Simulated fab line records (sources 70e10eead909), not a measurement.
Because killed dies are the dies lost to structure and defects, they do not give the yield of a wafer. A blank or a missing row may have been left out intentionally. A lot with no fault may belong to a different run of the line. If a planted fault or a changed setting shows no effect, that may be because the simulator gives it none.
fab line records ; flow nand-harc
record: lots: 12; wafers: 36; last-day: 33
route steps=1302 shown A_STAIRCASE@789 END@1302
lots with no fault: from the same line, run without faults
start-h: hours from the record's first day to the start of the lot's first wafer shown ; wait-h: hours from the lot's prior step to this one ; " as in the row above ; L1.1+2: one row covering several wafers at once ; - no value, or no start was given ; * or withheld: withheld ; < > ~ a bound
route shown NAME@n: names a module that has steps shown in the file, with the first one's number in the route ; usual: mean/standard deviation taken from wafers without a fault ; same: alike in all rows ; chamber/n: place in a boat ; sites: the reading at each site ; _std_site: their standard deviation ; _edge_site: outer sites' mean less inner sites' ; radius-mm: how far each site lies from the wafer's centre ; mask NAME#n: copy n ; behind: tool/chamber where the wafer was last shaped ; hold: cause of the lot's hold/its duration in hours/its outcome ; device: the transistor (n, p or np) that didn't switch ; end of line: tests run on the same wafers once the route is complete ; a step given without rows: its recipe and nothing more ; killed: dies lost to structure and defects at the first sort, not the wafer's yield ; map: shows each die of a wafer: x if killed, . if not, _ if none is there
set.NAME: the setting the step ran with; set.NAME@STEP: the setting that earlier step ran with ; model.NAME: the simulator's own value behind a step, which no gauge read
one table for each step of the route and one row for each wafer, over a sample of lots
services: when a tool's chamber went out of use (start-h, in hours from the record's first day, below 0 if earlier), for how many hours, and the reason
== steps ==
step: NHARC_A_STAIRCASE_ETCH_273
recipe: target-depth-a: 1.02e+05; time-s: 2468.6; ion-energy-ev: 800; c4f8-flow-sccm: 80; o2-flow-sccm: 60; ar-flow-sccm: withheld; rf-w: 600; bias-w: 3000; chemistry: C4F8/O2/Ar
usual: bias-w: 3000/9.3; oes-product-au: 0.937/0.0098; rf-vpp-V: 1829/10
lot.wafer;tool;chamber;start-h;wait-h;bias-w;oes-product-au;rf-hours-counter-h;rf-vpp-V
L390.1;rie-diel-13;0;-;-;3012;0.944;9;1835
L390.3;rie-diel-13;3;-;-;3016;0.936;9;1830
L390.6;rie-diel-13;3;-;-;3007;0.936;-;1831
L393.3;rie-diel-09;3;-;-;3003;0.941;23;1820
L393.4;rie-diel-09;1;-;-;2988;0.943;24;1829
L393.6;rie-diel-09;3;-;-;2999;0.944;-;1819
L394.2;rie-diel-13;2;-;-;2984;0.935;22;1819
L394.3;rie-diel-13;0;-;-;2998;0.935;22;1835
L394.5;rie-diel-13;1;-;-;3001;0.931;-;1834
L398.4;rie-diel-09;0;-;-;3009;0.946;46;1842
L398.3;rie-diel-09;1;-;-;2995;0.938;46;1830
L398.6;rie-diel-09;1;-;-;2991;0.939;-;1831
L400.2;rie-diel-02;2;-;-;3007;0.949;25;1846
L400.4;rie-diel-02;3;-;-;3004;0.932;27;1827
L400.5;rie-diel-02;2;-;-;3006;0.949;-;1846
L399.1;rie-diel-09;1;-;-;3002;0.929;50;1829
L399.3;rie-diel-09;3;-;-;3005;0.930;54;1815
L399.5;rie-diel-09;0;-;-;2999;0.924;-;1843
L401.3;rie-diel-02;1;-;-;2999;0.908;21;1836
L401.1;rie-diel-02;3;-;-;3003;0.915;29;1828
L401.2;rie-diel-02;0;-;-;2999;0.915;24;1812
L409.3;rie-diel-09;1;-;-;3011;0.953;14;1827
L409.4;rie-diel-09;3;-;-;3001;0.957;14;1814
L409.6;rie-diel-09;2;-;-;3006;0.948;-;1836
L408.4;rie-diel-02;0;-;-;3002;0.940;53;1810
L408.6;rie-diel-02;2;-;-;3010;0.952;-;1844
L408.5;rie-diel-02;3;-;-;3007;0.929;-;1827
L411.3;rie-diel-09;0;-;-;3004;0.921;22;1841
L411.2;rie-diel-09;2;-;-;2993;0.939;28;1834
L411.6;rie-diel-09;0;-;-;2995;0.925;-;1842
L412.4;rie-diel-02;0;-;-;2994;0.947;5;1811
L412.2;rie-diel-02;2;-;-;2987;0.954;5;1844
L412.5;rie-diel-02;0;-;-;2989;0.943;-;1810
L413.4;rie-diel-13;3;-;-;2993;0.953;31;1826
L413.2;rie-diel-13;0;-;-;2995;0.953;28;1832
L413.5;rie-diel-13;2;-;-;2997;0.942;-;1815
step: NHARC_A_STAIRCASE_STRIP_274
recipe: o2-flow-sccm: 500; ar-flow-sccm: 0; bias-w: 0; chemistry: O2
usual: drypump-motor-current-A: 5.8/0.4; oes-product-au: 1.002/0.0092; rf-vpp-V: 58.0/0.9; showerhead-plenum-p-Torr: 3.56/0.14; throttle-valve-pct: 17.037/0.0086
same: bias-w: 0
lot.wafer;tool;chamber;start-h;wait-h;drypump-motor-current-A;oes-product-au;rf-hours-counter-h;rf-vpp-V;showerhead-plenum-p-Torr;throttle-valve-pct
L390.3;rie-diel-13;0;-;-;5.9;0.998;10;57.6;3.64;17.037
L390.1;rie-diel-13;2;-;-;5.7;1.008;10;59.4;3.41;17.032
L390.6;rie-diel-13;0;-;-;5.9;0.997;-;57.8;3.64;17.025
L393.3;rie-diel-09;2;-;-;6.4;1.004;28;58.6;3.67;17.043
L393.4;rie-diel-09;3;-;-;5.0;0.991;28;58.0;3.39;17.031
L393.6;rie-diel-09;2;-;-;6.4;1.007;-;59.3;3.67;17.040
L394.2;rie-diel-13;1;-;-;5.9;1.000;8;57.7;3.62;17.031
L394.3;rie-diel-13;0;-;-;5.9;0.999;22;57.5;3.64;17.042
L394.5;rie-diel-13;1;-;-;5.9;1.000;-;58.3;3.62;17.003
L398.3;rie-diel-09;3;-;-;5.0;0.994;52;56.7;3.38;17.035
L398.4;rie-diel-09;0;-;-;6.3;1.004;48;58.6;3.75;17.047
L398.6;rie-diel-09;0;-;-;6.2;1.009;-;59.6;3.75;17.036
L400.4;rie-diel-02;3;-;-;5.7;0.996;28;58.5;3.54;17.031
L400.2;rie-diel-02;0;-;-;6.3;1.007;23;56.8;3.34;17.028
L400.5;rie-diel-02;2;-;-;5.7;1.018;-;59.7;3.79;17.030
L399.3;rie-diel-09;0;-;-;6.2;0.999;51;58.5;3.75;17.040
L399.1;rie-diel-09;1;-;-;5.5;1.004;51;58.0;3.56;17.044
L399.5;rie-diel-09;3;-;-;5.0;0.992;-;57.6;3.38;17.029
L401.1;rie-diel-02;3;-;-;5.7;0.988;29;58.9;3.54;17.034
L401.2;rie-diel-02;0;-;-;6.3;0.993;24;58.8;3.34;17.027
L401.3;rie-diel-02;1;-;-;5.1;0.995;22;58.2;3.65;17.030
L409.4;rie-diel-09;1;-;-;5.5;1.006;15;58.7;3.55;17.025
L409.3;rie-diel-09;2;-;-;6.3;0.998;15;58.1;3.64;17.035
L409.6;rie-diel-09;1;-;-;5.5;1.003;-;56.8;3.55;17.049
L408.4;rie-diel-02;0;-;-;6.3;1.015;53;57.5;3.32;17.041
L408.6;rie-diel-02;2;-;-;5.6;1.005;-;57.3;3.77;17.036
L408.5;rie-diel-02;3;-;-;5.7;1.000;-;56.9;3.53;17.046
L411.3;rie-diel-09;3;-;-;5.0;0.996;25;58.3;3.36;17.024
L411.2;rie-diel-09;2;-;-;6.4;1.014;29;57.3;3.63;17.053
L411.6;rie-diel-09;0;-;-;6.2;0.994;-;58.4;3.73;17.029
L412.2;rie-diel-02;2;-;-;5.7;1.022;5;58.7;3.77;17.048
L412.4;rie-diel-02;3;-;-;5.7;0.998;5;57.8;3.52;17.036
L412.5;rie-diel-02;3;-;-;5.7;1.007;-;58.1;3.52;17.021
L413.4;rie-diel-13;3;-;-;6.0;1.002;32;56.8;3.51;17.049
L413.2;rie-diel-13;0;-;-;5.9;0.997;28;57.2;3.60;17.040
L413.5;rie-diel-13;2;-;-;5.8;0.996;-;56.9;3.37;17.036
step: NHARC_A_STAIRCASE_ETCH_294
recipe: target-depth-a: 49890; time-s: 1211.6; ion-energy-ev: 800; c4f8-flow-sccm: 80; o2-flow-sccm: 60; ar-flow-sccm: withheld; rf-w: 600; bias-w: 3000; chemistry: C4F8/O2/Ar
usual: bias-w: 3001/9; oes-product-au: 0.932/0.011; rf-vpp-V: 1829/11
lot.wafer;tool;chamber;start-h;wait-h;bias-w;oes-product-au;rf-hours-counter-h;rf-vpp-V
L390.3;rie-diel-02;3;-;-;2993;0.934;56;1829
L390.1;rie-diel-02;0;-;-;3000;0.924;56;1812
L390.6;rie-diel-02;2;-;-;3007;0.921;-;1806
L393.3;rie-diel-09;1;-;-;2989;0.934;31;1831
L393.4;rie-diel-09;2;-;-;3004;0.922;30;1837
L393.6;rie-diel-09;0;-;-;3005;0.926;-;1844
L394.3;rie-diel-09;3;-;-;3013;0.939;31;1816
L394.2;rie-diel-09;1;-;-;2978;0.933;32;1830
L394.5;rie-diel-09;3;-;-;3016;0.931;-;1816
L398.3;rie-diel-13;0;-;-;3000;0.935;48;1833
L398.4;rie-diel-13;1;-;-;3011;0.932;29;1834
L398.6;rie-diel-13;1;-;-;2998;0.936;-;1833
L400.2;rie-diel-02;0;-;-;3001;0.929;25;1812
L400.4;rie-diel-02;1;-;-;3004;0.919;23;1837
L400.5;rie-diel-02;3;-;-;3001;0.911;-;1829
L399.1;rie-diel-09;3;-;-;3001;0.912;57;1815
L399.3;rie-diel-09;0;-;-;2997;0.933;54;1843
L399.5;rie-diel-09;3;-;-;3006;0.922;-;1814
L401.2;rie-diel-02;1;-;-;3009;0.920;23;1835
L401.1;rie-diel-02;2;-;-;3011;0.948;29;1845
L401.3;rie-diel-02;3;-;-;3004;0.916;31;1828
L409.3;rie-diel-02;3;-;-;3007;0.923;54;1826
L409.4;rie-diel-02;2;-;-;3002;0.956;56;1844
L409.6;rie-diel-02;0;-;-;2992;0.923;-;1811
L408.4;rie-diel-13;0;-;-;3003;0.945;18;1833
L408.6;rie-diel-13;1;-;-;2993;0.953;-;1832
L408.5;rie-diel-13;2;-;-;2997;0.951;-;1815
L411.3;rie-diel-02;2;-;-;2996;0.941;1;1845
L411.2;rie-diel-02;3;-;-;2995;0.936;1;1827
L411.6;rie-diel-02;0;-;-;2983;0.933;-;1812
L412.4;rie-diel-13;3;-;-;2993;0.942;33;1826
L412.2;rie-diel-13;1;-;-;2999;0.938;23;1832
L412.5;rie-diel-13;3;-;-;2991;0.939;-;1826
L413.2;rie-diel-02;0;-;-;2986;0.913;8;1813
L413.4;rie-diel-02;1;-;-;3000;0.923;8;1835
L413.5;rie-diel-02;0;-;-;3000;0.914;-;1810
step: NHARC_A_STAIRCASE_DEP_301
recipe: target-thk-a: 300; target-thk-nm: 30; temp-c: 400; pressure-torr: 3.5; flow-sccm: 200; rf-w: 350; material: SiON
usual: heater-power-w: 761/76; rf-fwd-power-W: 348.6/1
lot.wafer;tool;chamber;start-h;wait-h;heater-power-w;rf-fwd-power-W
L390.3;pecvd-01;1;392.93;1.0;666;347.3
L390.1;pecvd-01;2;392.93;1.0;829;349.8
L390.6;pecvd-01;0;392.93;1.0;722;347.4
L393.3;pecvd-04;0;408.56;1.0;884;350.0
L393.6;pecvd-04;2;408.56;1.0;702;349.2
L393.4;pecvd-04;0;408.56;1.0;881;349.3
L394.3;pecvd-01;2;413.41;1.0;815;348.4
L394.2;pecvd-01;1;413.41;1.0;705;349.2
L394.5;pecvd-01;2;413.41;1.0;843;347.0
L398.3;pecvd-01;0;486.32;1.0;686;348.8
L398.4;pecvd-01;2;486.32;1.0;775;348.4
L398.6;pecvd-01;1;486.32;1.0;682;348.2
L400.2;pecvd-04;2;495.43;1.3;766;349.1
L400.4;pecvd-04;1;495.43;1.3;892;350.1
L400.5;pecvd-04;0;495.43;1.3;831;348.9
L399.1;pecvd-04;0;497.83;1.6;862;307.2
L399.3;pecvd-04;2;497.83;1.6;870;348.3
L399.5;pecvd-04;0;497.83;1.6;863;306.9
L401.3;pecvd-04;1;499.69;1.0;874;347.4
L401.2;pecvd-04;2;499.69;1.0;745;348.5
L401.1;pecvd-04;0;499.69;1.0;887;305.9
L409.3;pecvd-03;0;567.06;1.0;580;349.7
L409.6;pecvd-03;2;567.06;1.0;740;350.1
L409.4;pecvd-03;1;567.06;1.0;861;348.1
L408.4;pecvd-01;1;579.68;0.7;695;349.3
L408.6;pecvd-01;2;579.68;0.7;763;350.0
L408.5;pecvd-01;0;579.68;0.7;779;350.0
L411.2;pecvd-01;0;593.45;1.3;669;349.0
L411.3;pecvd-01;1;593.45;1.3;742;348.9
L411.6;pecvd-01;1;593.45;1.3;727;348.6
L412.2;pecvd-03;1;608.93;1.3;849;349.0
L412.4;pecvd-03;1;608.93;1.3;851;349.0
L412.5;pecvd-03;2;608.93;1.3;740;350.1
L413.2;pecvd-03;2;610.47;1.3;722;347.3
L413.4;pecvd-03;0;610.47;1.3;575;347.6
L413.5;pecvd-03;2;610.47;1.3;703;347.9
step: NHARC_END_SORT_01
recipe: temp-c: 25
usual: killed-at-array: 58/18; killed-at-other: 1.0/1.5; killed-at-periphery: 4/3.1; killed-dies: 64/18; killed-open: 3.4/1.9; killed-short: 2.7/1.7
same: gross-dies: 677
lot.wafer;tool;chamber;start-h;wait-h;killed-at-array;killed-at-other;killed-at-periphery;killed-dies;killed-open;killed-short
L390.1;prober-01;0;574.90;2.5;46;0;3;49;2;2
L390.3;prober-01;0;576.51;3.1;49;0;8;57;3;1
L390.6;prober-01;0;578.92;4.0;48;1;5;54;2;2
L393.3;prober-01;0;586.94;3.1;78;0;2;80;2;4
L393.4;prober-01;0;587.74;3.4;75;1;3;79;4;3
L393.6;prober-01;0;589.34;4.0;77;0;6;83;8;4
L394.2;prober-01;0;599.08;2.8;47;0;1;48;3;4
L394.3;prober-01;0;599.88;3.1;47;0;3;50;5;3
L394.5;prober-01;0;601.48;3.7;53;0;2;55;5;5
L398.3;prober-01;0;664.03;3.1;75;8;10;93;2;2
L398.4;prober-01;0;664.84;3.4;84;2;11;97;4;5
L398.6;prober-01;0;666.47;4.1;85;7;7;99;3;1
L400.2;prober-01;0;671.32;2.8;45;1;8;54;3;3
L400.4;prober-01;0;672.92;3.4;62;0;6;68;5;2
L400.5;prober-01;0;673.73;3.7;53;1;11;65;4;5
L401.1;prober-01;0;678.34;2.5;40;1;0;41;1;2
L401.2;prober-01;0;679.14;2.8;48;0;1;49;5;0
L401.3;prober-01;0;679.94;3.1;49;0;1;50;4;2
L399.1;prober-02;0;678.37;2.5;49;2;3;54;4;1
L399.3;prober-02;0;680.00;3.1;60;0;3;63;4;0
L399.5;prober-02;0;681.62;3.8;57;0;3;60;4;1
L409.3;prober-02;0;749.44;3.1;94;0;1;95;2;1
L409.4;prober-02;0;750.25;3.4;85;3;6;94;6;7
L409.6;prober-02;0;751.85;4.0;76;3;3;82;2;0
L408.4;prober-01;0;769.13;3.4;23;1;6;30;1;5
L408.5;prober-01;0;769.94;3.7;25;1;2;28;4;2
L408.6;prober-01;0;770.75;4.1;26;4;5;35;5;5
L411.2;prober-01;0;777.57;2.8;33;0;11;44;5;1
L411.3;prober-01;0;778.35;3.1;41;0;12;53;9;6
L411.6;prober-01;0;780.70;3.9;46;1;9;56;4;3
L412.2;prober-01;0;791.20;2.8;66;0;8;74;4;3
L412.4;prober-01;0;792.79;3.4;56;0;2;58;0;4
L412.5;prober-01;0;793.59;3.7;70;0;3;73;3;5
L413.2;prober-02;0;796.85;2.8;40;0;0;40;6;1
L413.4;prober-02;0;798.48;3.5;43;1;3;47;1;2
L413.5;prober-02;0;799.30;3.8;43;0;3;46;5;1
killed by level:class
L390.1 A_CHANNEL_HOLE_D1:chamber-film-flake=33 A_CHANNEL_HOLE_D2:chamber-film-flake=6 A_WL_FILL:chamber-film-flake=2 A_CONTACT:chamber-film-flake=2 P_GATE:geometric-particle:open=1 P_CONTACT:geometric-particle:open=1 A_CHANNEL_FILL_D1:geometric-particle:short=1 A_WL_FILL:geometric-particle:short=1
L390.3 A_CHANNEL_HOLE_D1:chamber-film-flake=34 P_BONDPAD:chamber-film-flake=3 A_CHANNEL_HOLE_D2:chamber-film-flake=3 A_CONTACT:chamber-film-flake=3 P_STI:chamber-film-flake=2 A_STAIRCASE:chamber-film-flake=2 A_SGD_CUT:chamber-film-flake=2 A_WL_FILL:chamber-film-flake=2
L390.6 A_CHANNEL_HOLE_D1:chamber-film-flake=32 A_CHANNEL_HOLE_D2:chamber-film-flake=4 A_ONON_D1:geometric-particle:open=2 P_M2:chamber-film-flake=2 A_CONTACT:chamber-film-flake=2 A_SGD_CUT:chamber-film-flake=2 A_WL_FILL:chamber-film-flake=2 A_CHANNEL_FILL_D1:geometric-particle:short=1
L393.3 A_CHANNEL_HOLE_D2:chamber-film-flake=35 A_SLIT:chamber-film-flake=27 A_CONTACT:chamber-film-flake=4 A_CHANNEL_HOLE_D1:chamber-film-flake=2 A_SOURCE_PLATE:geometric-particle:short=1 A_ONON_D1:geometric-particle:open=1 A_CHANNEL_HOLE_D1:geometric-particle:short=1 A_CHANNEL_FILL_D2:geometric-particle:short=1
L393.4 A_CHANNEL_HOLE_D2:chamber-film-flake=33 A_SLIT:chamber-film-flake=21 A_CONTACT:chamber-film-flake=5 A_STAIRCASE:chamber-film-flake=4 A_SOURCE_PLATE:geometric-particle:short=2 A_BLC:geometric-particle:open=2 A_CHANNEL_HOLE_D1:chamber-film-flake=2 A_CHANNEL_FILL_D1:chamber-film-flake=2
L393.6 A_CHANNEL_HOLE_D2:chamber-film-flake=32 A_SLIT:chamber-film-flake=25 A_WL_FILL:chamber-film-flake=3 A_CONTACT:chamber-film-flake=3 P_CONTACT:geometric-particle:open=2 A_CHANNEL_HOLE_D1:geometric-particle:open=2 A_CHANNEL_HOLE_D1:chamber-film-flake=2 A_BLC:chamber-film-flake=2
L394.2 A_SLIT:chamber-film-flake=26 A_CHANNEL_HOLE_D2:chamber-film-flake=5 A_CHANNEL_HOLE_D1:chamber-film-flake=3 A_CONTACT:chamber-film-flake=3 A_CHANNEL_FILL_D1:geometric-particle:open=2 A_ONON_D1:geometric-particle:short=1 A_CHANNEL_HOLE_D1:geometric-particle:short=1 A_CHANNEL_HOLE_D1:geometric-particle:open=1
L394.3 A_SLIT:chamber-film-flake=27 A_CONTACT:chamber-film-flake=4 A_ONON_D1:geometric-particle:open=3 A_ONON_D1:geometric-particle:short=2 P_GATE:chamber-film-flake=2 A_ZERO_WELL:chamber-film-flake=2 A_CHANNEL_HOLE_D2:chamber-film-flake=2 A_CHANNEL_HOLE_D1:geometric-particle:open=1
L394.5 A_SLIT:chamber-film-flake=27 A_CHANNEL_HOLE_D2:chamber-film-flake=6 A_CONTACT:chamber-film-flake=4 A_CHANNEL_FILL_D2:geometric-particle:short=2 A_M0:geometric-particle:open=2 A_ZERO_WELL:chamber-film-flake=2 A_STAIRCASE:chamber-film-flake=2 P_GATE:geometric-particle:short=1
L398.3 A_CHANNEL_HOLE_D1:chamber-film-flake=36 A_SLIT:chamber-film-flake=23 THIN_TSV:chamber-film-flake=8 A_CHANNEL_HOLE_D2:chamber-film-flake=7 P_CONTACT:chamber-film-flake=6 P_M2:chamber-film-flake=2 A_SGD_CUT:chamber-film-flake=2 A_WL_FILL:chamber-film-flake=2
L398.4 A_CHANNEL_HOLE_D1:chamber-film-flake=33 A_SLIT:chamber-film-flake=27 A_CHANNEL_HOLE_D2:chamber-film-flake=13 P_CONTACT:chamber-film-flake=5 P_M2:chamber-film-flake=4 A_ONON_D1:geometric-particle:open=2 A_SGD_CUT:chamber-film-flake=2 A_CONTACT:chamber-film-flake=2
L398.6 A_CHANNEL_HOLE_D1:chamber-film-flake=36 A_SLIT:chamber-film-flake=30 A_CHANNEL_HOLE_D2:chamber-film-flake=9 THIN_TSV:chamber-film-flake=7 P_CONTACT:chamber-film-flake=4 A_CONTACT:chamber-film-flake=3 A_SGD_CUT:chamber-film-flake=2 A_STAIRCASE:chamber-film-flake=2
L400.2 A_CHANNEL_HOLE_D1:chamber-film-flake=31 A_CONTACT:chamber-film-flake=5 P_M0:chamber-film-flake=3 P_CONTACT:geometric-particle:short=1 A_SOURCE_PLATE:geometric-particle:open=1 A_ONON_D2:geometric-particle:open=1 A_SGD_CUT:geometric-particle:open=1 A_WL_FILL:geometric-particle:short=1
L400.4 A_CHANNEL_HOLE_D1:chamber-film-flake=42 A_CONTACT:chamber-film-flake=6 P_STI:chamber-film-flake=2 P_BONDPAD:chamber-film-flake=2 A_WL_FILL:chamber-film-flake=2 P_M0:geometric-particle:open=1 A_CHANNEL_FILL_D1:geometric-particle:open=1 A_CHANNEL_HOLE_D2:geometric-particle:open=1
L400.5 A_CHANNEL_HOLE_D1:chamber-film-flake=34 P_BONDPAD:chamber-film-flake=5 A_DECK1_JOINT:chamber-film-flake=4 A_STAIRCASE:chamber-film-flake=3 A_WL_FILL:chamber-film-flake=2 P_CONTACT:geometric-particle:open=1 P_CONTACT:geometric-particle:short=1 P_M0:geometric-particle:short=1
L401.1 A_CHANNEL_HOLE_D1:chamber-film-flake=26 A_CONTACT:chamber-film-flake=4 A_SGD_CUT:chamber-film-flake=3 A_STAIRCASE:chamber-film-flake=2 A_CHANNEL_FILL_D1:geometric-particle:open=1 A_M0:geometric-particle:short=1 A_M1:geometric-particle:short=1 A_CHANNEL_HOLE_D2:chamber-film-flake=1
L399.1 A_SLIT:chamber-film-flake=35 A_CHANNEL_HOLE_D2:chamber-film-flake=5 A_DECK1_JOINT:chamber-film-flake=2 A_STAIRCASE:chamber-film-flake=2 THIN_TSV:chamber-film-flake=2 P_CONTACT:geometric-particle:open=1 P_M1:geometric-particle:open=1 A_CHANNEL_HOLE_D1:geometric-particle:short=1
L401.2 A_CHANNEL_HOLE_D1:chamber-film-flake=30 A_CONTACT:chamber-film-flake=6 A_STAIRCASE:chamber-film-flake=4 A_CONTACT:geometric-particle:open=3 A_SLIT:chamber-film-flake=2 A_CHANNEL_HOLE_D1:geometric-particle:open=1 A_DECK1_JOINT:geometric-particle:open=1 P_ZERO_WELL:chamber-film-flake=1
L401.3 A_CHANNEL_HOLE_D1:chamber-film-flake=34 A_STAIRCASE:chamber-film-flake=4 A_CHANNEL_HOLE_D2:chamber-film-flake=2 A_CONTACT:chamber-film-flake=2 P_M1:geometric-particle:open=1 A_ONON_D2:geometric-particle:short=1 A_CHANNEL_FILL_D2:geometric-particle:open=1 A_SGD_CUT:geometric-particle:open=1
L399.3 A_SLIT:chamber-film-flake=27 A_CHANNEL_HOLE_D2:chamber-film-flake=12 A_CHANNEL_HOLE_D1:chamber-film-flake=5 A_STAIRCASE:chamber-film-flake=3 A_CONTACT:chamber-film-flake=3 A_M0:geometric-particle:open=2 P_M2:chamber-film-flake=2 A_CHANNEL_FILL_D1:chamber-film-flake=2
L399.5 A_SLIT:chamber-film-flake=31 A_CHANNEL_HOLE_D2:chamber-film-flake=12 A_CONTACT:chamber-film-flake=3 P_ZERO_WELL:chamber-film-flake=2 A_CHANNEL_HOLE_D1:chamber-film-flake=2 P_CONTACT:geometric-particle:open=1 A_CHANNEL_FILL_D1:geometric-particle:open=1 A_SGD_CUT:geometric-particle:open=1
L409.3 A_CHANNEL_HOLE_D1:chamber-film-flake=37 A_SLIT:chamber-film-flake=32 A_CHANNEL_HOLE_D2:chamber-film-flake=17 A_CHANNEL_FILL_D1:chamber-film-flake=2 A_ONON_D1:geometric-particle:short=1 A_CHANNEL_FILL_D1:geometric-particle:open=1 A_M0:geometric-particle:open=1 P_BONDPAD:chamber-film-flake=1
L409.4 A_CHANNEL_HOLE_D1:chamber-film-flake=33 A_SLIT:chamber-film-flake=21 A_CHANNEL_HOLE_D2:chamber-film-flake=16 A_WL_FILL:chamber-film-flake=3 THIN_TSV:chamber-film-flake=3 P_CONTACT:geometric-particle:short=2 A_ONON_D1:geometric-particle:short=2 P_GATE:chamber-film-flake=2
L409.6 A_CHANNEL_HOLE_D1:chamber-film-flake=30 A_SLIT:chamber-film-flake=27 A_CHANNEL_HOLE_D2:chamber-film-flake=12 THIN_TSV:chamber-film-flake=3 P_BONDPAD:chamber-film-flake=2 A_WL_FILL:chamber-film-flake=2 P_CONTACT:geometric-particle:open=1 A_DECK1_JOINT:geometric-particle:open=1
L408.4 A_SLIT:chamber-film-flake=10 A_CHANNEL_HOLE_D1:chamber-film-flake=4 P_GATE:chamber-film-flake=2 A_STAIRCASE:chamber-film-flake=2 A_WL_FILL:chamber-film-flake=2 P_M0:geometric-particle:open=1 P_M1:geometric-particle:short=1 A_CHANNEL_HOLE_D1:geometric-particle:short=1
L408.5 A_CHANNEL_HOLE_D1:chamber-film-flake=9 A_SLIT:chamber-film-flake=4 A_CHANNEL_FILL_D2:geometric-particle:open=2 A_ZERO_WELL:chamber-film-flake=2 A_CONTACT:chamber-film-flake=2 A_ONON_D1:geometric-particle:short=1 A_CHANNEL_FILL_D1:geometric-particle:short=1 A_ONON_D2:geometric-particle:open=1
L408.6 A_CHANNEL_HOLE_D1:chamber-film-flake=11 A_SLIT:chamber-film-flake=7 THIN_TSV:chamber-film-flake=3 A_M0:geometric-particle:short=2 P_STI:chamber-film-flake=2 P_GATE:geometric-particle:open=1 P_M0:geometric-particle:open=1 A_ONON_D1:geometric-particle:open=1
L411.2 A_CHANNEL_HOLE_D1:chamber-film-flake=14 A_SLIT:chamber-film-flake=10 P_GATE:chamber-film-flake=7 A_CONTACT:chamber-film-flake=4 A_CHANNEL_HOLE_D2:geometric-particle:open=2 A_STAIRCASE:chamber-film-flake=2 P_CONTACT:geometric-particle:open=1 P_M0:geometric-particle:open=1
L411.3 A_CHANNEL_HOLE_D1:chamber-film-flake=13 A_SLIT:chamber-film-flake=9 P_GATE:chamber-film-flake=5 A_CONTACT:chamber-film-flake=5 A_STAIRCASE:chamber-film-flake=3 P_CONTACT:geometric-particle:open=2 A_CHANNEL_FILL_D1:geometric-particle:open=2 A_ONON_D2:geometric-particle:short=2
L411.6 A_CHANNEL_HOLE_D1:chamber-film-flake=14 A_CONTACT:chamber-film-flake=13 A_SLIT:chamber-film-flake=8 P_GATE:chamber-film-flake=4 A_STAIRCASE:chamber-film-flake=3 P_CONTACT:geometric-particle:open=2 P_CONTACT:chamber-film-flake=2 A_CHANNEL_HOLE_D2:chamber-film-flake=2
L412.2 A_SLIT:chamber-film-flake=34 A_CHANNEL_HOLE_D2:chamber-film-flake=22 A_WL_FILL:chamber-film-flake=3 A_M0:geometric-particle:short=2 P_ZERO_WELL:chamber-film-flake=2 P_GATE:chamber-film-flake=2 A_CHANNEL_FILL_D1:chamber-film-flake=2 P_M1:geometric-particle:open=1
L412.4 A_SLIT:chamber-film-flake=24 A_CHANNEL_HOLE_D2:chamber-film-flake=19 A_STAIRCASE:chamber-film-flake=3 A_CHANNEL_FILL_D2:geometric-particle:short=2 A_WL_FILL:chamber-film-flake=2 A_CONTACT:chamber-film-flake=2 A_SGD_CUT:geometric-particle:short=1 A_BONDPAD:geometric-particle:short=1
L412.5 A_SLIT:chamber-film-flake=35 A_CHANNEL_HOLE_D2:chamber-film-flake=22 A_CONTACT:chamber-film-flake=3 P_CONTACT:geometric-particle:open=1 P_M0:geometric-particle:short=1 A_SOURCE_PLATE:geometric-particle:short=1 A_ONON_D2:geometric-particle:short=1 A_WL_FILL:geometric-particle:short=1
L413.2 A_CHANNEL_HOLE_D1:chamber-film-flake=14 A_CONTACT:chamber-film-flake=10 A_SLIT:chamber-film-flake=6 A_M0:geometric-particle:open=2 A_CHANNEL_FILL_D1:geometric-particle:open=1 A_CHANNEL_FILL_D2:geometric-particle:open=1 A_WL_FILL:geometric-particle:open=1 A_M0:geometric-particle:short=1
L413.4 A_CHANNEL_HOLE_D1:chamber-film-flake=16 A_SLIT:chamber-film-flake=12 A_CONTACT:chamber-film-flake=7 P_GATE:chamber-film-flake=2 A_STAIRCASE:chamber-film-flake=2 P_M0:geometric-particle:open=1 A_ONON_D1:geometric-particle:short=1 A_DECK1_JOINT:geometric-particle:short=1
L413.5 A_CHANNEL_HOLE_D1:chamber-film-flake=19 A_SLIT:chamber-film-flake=9 A_CONTACT:chamber-film-flake=6 P_GATE:chamber-film-flake=2 A_ZERO_WELL:chamber-film-flake=2 P_CONTACT:geometric-particle:short=1 A_ONON_D1:geometric-particle:open=1 A_CHANNEL_FILL_D1:geometric-particle:open=1
== services ==
tool;chamber;start-h;hours;kind
rie-diel-13;1;351.99;40.0;repair
rie-diel-09;3;361.40;6.2;repair
pecvd-03;-;366.00;13.0;pm
rie-diel-13;0;382.44;5.4;repair
pecvd-04;-;384.79;1.5;repair
pecvd-03;2;387.47;3.4;repair
rie-diel-02;-;394.00;9.0;pm
rie-diel-02;3;410.58;1.3;repair
pecvd-03;0;413.59;6.4;repair
rie-diel-02;2;417.28;3.9;repair
rie-diel-09;0;419.70;5.8;repair
pecvd-03;-;437.17;4.6;repair
rie-diel-09;1;440.37;1.2;repair
rie-diel-13;-;444.72;1.3;repair
pecvd-04;-;450.00;13.0;pm
pecvd-03;2;483.82;7.7;repair
pecvd-01;-;492.85;13.0;pm
rie-diel-09;-;497.45;9.0;pm
rie-diel-13;-;519.58;9.0;pm
rie-diel-02;3;538.62;6.4;repair
pecvd-03;1;542.80;23.6;repair
pecvd-01;-;545.39;3.4;repair
rie-diel-13;-;556.80;1.1;repair
rie-diel-02;-;571.06;9.0;pm
== key ==
first-sign: step: NHARC_A_STAIRCASE_DEP_301; reading: rf-fwd-power-W; direction: down; sigmas: 41; usual: *; struck: *
effect none on later readings
met-at NHARC_A_STAIRCASE_DEP_301
struck-lots L399,L401
struck-wafers L399.1,L399.5,L401.1
tester-left-out L399,L401
not-acting-at NHARC_A_STAIRCASE_ETCH_273,NHARC_A_STAIRCASE_STRIP_274,NHARC_A_STAIRCASE_ETCH_294
onset-between 495.43 497.83
fault: kind: process-parameter-drift; tool: pecvd-04; chamber: 0; onset-h: 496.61; steps: NHARC_A_STAIRCASE_DEP_301; channel: rf-w; offset: *; shape: step; end-h: 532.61; acts-in: *; stated: *
tester-left-out: of these lots the tester's yield and bins aren't shown, on N5 and GAA mostly nor the transistor test; their killed dies are dies lost to structure and defects alone, not to doping, threshold or leakage, so they don't give the yield
